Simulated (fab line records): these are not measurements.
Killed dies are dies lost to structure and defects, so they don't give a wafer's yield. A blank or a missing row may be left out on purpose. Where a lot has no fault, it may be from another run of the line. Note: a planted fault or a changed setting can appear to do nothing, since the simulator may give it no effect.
3 desks looking at one fault    flow n5Finfet    each desk holds nothing but its own numbers, with what lay behind them at the end

DESK OF THE TOOL OWNER: rieMetal-03
The tool's own readings at N5_BEOL_M5_HM_OPEN_17 (chemistry Cl2/BCl3, target TiN, target depth 20 nm, overetch 6 nm): means of the sampled wafers that have a number, for each lot that ran on this tool. If a lot's mean is further than 4 standard deviations from the usual mean, the lot is out of limits and carries the mark OUT (the distance appears in the brackets).
Columns: A = drypumpMotorCurrentA at N5_BEOL_M5_HM_OPEN_17, usual 5.6 A; B = oesProductAu at N5_BEOL_M5_HM_OPEN_17, usual 0.74 a.u.; C = throttleValvePct at N5_BEOL_M5_HM_OPEN_17, usual 22.26 %
lot   first seen here  A    B     C
L415  day 9 06:29      5.3  0.80  22.25
L418  day 9 23:02      5.3  0.76  22.34
L420  day 10 08:27     5.5  0.74  22.52
L423  day 10 17:34     5.4  0.75  22.36
This desk's finding: nothing out of limits on any of the 4 lots.

FROM THE METROLOGY DESK
Lot by lot, what the gauges showed, no matter which tool ran the lot: averages of those sampled wafers that carry a number. If a lot's mean is further than 4 standard deviations from the usual mean, the lot is out of limits and carries the mark OUT (the distance appears in the brackets).
Columns: A = cdNm at N5_BEOL_M5_CD_MEAS_11, usual 27.99 nm; B = M5_OVL at N5_BEOL_M5_OVL_MEAS_12, usual 0.1 nm
lot   first seen here  A      B
L415  day 9 06:01      27.83  -1.0
L418  day 9 22:36      27.59  0.1
L419  day 10 00:47     28.08  0.2
L420  day 10 08:01     27.95  0.0
L423  day 10 17:10     28.10  -0.5
L430  day 12 03:34     28.08  -0.0
L434  day 13 21:09     27.85  1.0
This desk's finding: nothing out of limits on any of the 7 lots.

THE DEFECT DESK
For each lot, the counts of the inspections along the route, averaged over the sampled wafers that have a number. If a lot's mean is further than 4 standard deviations from the usual mean, the lot is out of limits and carries the mark OUT (the distance appears in the brackets).
Columns: A = rawDefectCount at N5_BEOL_M5_INSPECT_13, usual 399
lot   first seen here  A
L415  day 9 06:07      422
L418  day 9 22:41      514
L419  day 10 00:53     481
L420  day 10 08:07     254
L423  day 10 17:16     302
L430  day 12 03:40     360
L434  day 13 21:14     353
This desk's finding: nothing out of limits on any of the 7 lots.

ALL TOGETHER
The desk of the tool owner found nothing out of limits.
Metrology desk: nothing out of limits seen.
No out-of-limits result turned up at the defect desk.

WHAT HAD BEEN PUT IN BY THE SIMULATOR
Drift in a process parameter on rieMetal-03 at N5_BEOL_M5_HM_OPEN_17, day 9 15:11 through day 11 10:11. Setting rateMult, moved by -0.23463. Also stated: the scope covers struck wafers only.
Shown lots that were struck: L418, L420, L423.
